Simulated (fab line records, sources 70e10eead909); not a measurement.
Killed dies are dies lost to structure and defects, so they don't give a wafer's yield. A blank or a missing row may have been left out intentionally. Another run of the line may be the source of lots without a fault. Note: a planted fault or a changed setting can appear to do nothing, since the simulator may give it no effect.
Chamber matching -- flow nand-harc -- 4 sister chambers for NHARC_HYBRID_BOND_ACTIVATE_00 on rie-diel-02
The step chemistry N2, time 60 s. 4 wafers are shown with their chamber, then 7 later ones without.

## WAFERS WITH THEIR CHAMBER
wafer,chamber,drypump-motor-current-A (A)
L484.3,0,5.8
L492.4,2,5.7
L495.1,3,6.1
L495.3,1,6.4

## WAFERS WITH NO CHAMBER GIVEN
wafer,drypump-motor-current-A (A)
L495.5,5.8
L505.4,6.0
L505.5,6.4
L505.6,5.8
L504.1,6.4
L504.3,5.7
L504.4,6.0

## WHICH CHAMBER EACH ONE RAN IN
wafer,from the rows above,in truth
L495.5,can't be placed: 0 or 2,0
L505.4,can't be placed: 3 or 0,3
L505.5,1,1
L505.6,can't be placed: 0 or 2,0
L504.1,1,1
L504.3,can't be placed: 2 or 0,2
L504.4,can't be placed: 3 or 0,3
Correct placement for 2 of the 7. Unplaceable from these rows: 5, with the true chamber sitting among the candidates in 5. 0 placed wrongly.
How it was worked out, from the rows above alone: a wafer's distance from a chamber is the root of the sum, over the readings, of the square of ((its reading less the chamber's mean) divided by the reading's scatter). If the next closest chamber is less than 2 further off than the closest, the wafer can't be placed; otherwise it belongs to the closest. For every chamber, the mean is computed from those of its wafers that are shown. The scatter (one wafer shown for each chamber): square how far every hidden wafer sits from the nearest shown wafer, average those squares and take the square root.
